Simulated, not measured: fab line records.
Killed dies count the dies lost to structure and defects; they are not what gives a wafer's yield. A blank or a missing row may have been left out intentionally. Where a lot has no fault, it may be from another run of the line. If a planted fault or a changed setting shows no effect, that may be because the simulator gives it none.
Chamber matching + flow nand_harc + NHARC_A_STAIRCASE_ETCH_453 on rie_diel-05 has 4 sister chambers
The step etches the open film in CF4/O2, target depth 30 nm, overetch 3 nm, time 16.5 s. 14 wafers are shown with their chamber, then 7 later ones without.

## WAFERS WITH THEIR CHAMBER
| wafer  | chamber | drypump_motor_current_A (A) | showerhead_plenum_p_Torr (Torr) | oes_product_au (a.u.) |
|--------|---------|-----------------------------|---------------------------------|-----------------------|
| L331.4 | 0       | 5.4                         | 1.28                            | 0.990                 |
| L331.5 | 2       | 6.1                         | 1.30                            | 1.013                 |
| L331.6 | 3       | 5.8                         | 1.29                            | 1.006                 |
| L333.3 | 0       | 5.4                         | 1.28                            | 0.989                 |
| L333.5 | 1       | 6.5                         | 1.41                            | 1.007                 |
| L333.6 | 0       | 5.3                         | 1.28                            | 0.979                 |
| L335.1 | 1       | 6.5                         | 1.41                            | 1.018                 |
| L335.2 | 0       | 5.4                         | 1.28                            | 0.986                 |
| L335.5 | 1       | 6.5                         | 1.41                            | 1.017                 |
| L347.2 | 1       | 6.5                         | 1.40                            | 1.034                 |
| L347.3 | 0       | 5.4                         | 1.27                            | 0.988                 |
| L347.5 | 0       | 5.4                         | 1.27                            | 0.989                 |
| L348.3 | 0       | 5.4                         | 1.27                            | 0.993                 |
| L348.5 | 2       | 6.1                         | 1.30                            | 1.008                 |

SIGNATURES (averages over the wafers above)
| reading                  | chamber 0 | chamber 1 | chamber 2 | chamber 3 | scatter within a chamber |
|--------------------------|-----------|-----------|-----------|-----------|--------------------------|
| drypump_motor_current_A  | 5.386     | 6.500     | 6.100     | 5.800     | 0.0293                   |
| showerhead_plenum_p_Torr | 1.2757    | 1.4075    | 1.3000    | 1.2900    | 0.00496                  |
| oes_product_au           | 0.98771   | 1.01900   | 1.01050   | 1.00600   | 0.00708                  |
Rule: a wafer lies at a distance from a chamber equal to the root of the sum of squares, over the readings, of (its reading less the chamber's mean, divided by the reading's scatter). The wafer belongs to the nearest chamber; if the next one is less than 2 further off, it can't be placed. How the scatter is found: for the shown wafers, subtract from each reading the mean of its chamber, square and add these, divide the total by (wafers less chambers), then take the root.

## WAFERS WHOSE CHAMBER IS MISSING
| wafer  | drypump_motor_current_A (A) | showerhead_plenum_p_Torr (Torr) | oes_product_au (a.u.) |
|--------|-----------------------------|---------------------------------|-----------------------|
| L348.6 | 5.4                         | 1.27                            | 0.992                 |
| L350.2 | 5.8                         | 1.29                            | 0.995                 |
| L350.3 | 6.5                         | 1.40                            | 1.016                 |
| L350.5 | 5.4                         | 1.27                            | 1.000                 |
| L351.1 | 5.8                         | 1.28                            | 0.978                 |
| L351.3 | 6.5                         | 1.40                            | 1.009                 |
| L351.5 | 5.7                         | 1.28                            | 0.988                 |

## EACH ONE'S CHAMBER
| wafer  | from the rows above | in truth |
|--------|---------------------|----------|
| L348.6 | 0                   | 0        |
| L350.2 | 3                   | 3        |
| L350.3 | 1                   | 1        |
| L350.5 | 0                   | 0        |
| L351.1 | 3                   | 3        |
| L351.3 | 1                   | 1        |
| L351.5 | 3                   | 3        |
Correct placement for 7 of the 7. Number that these rows cannot place: 0. Wrongly placed: 0.
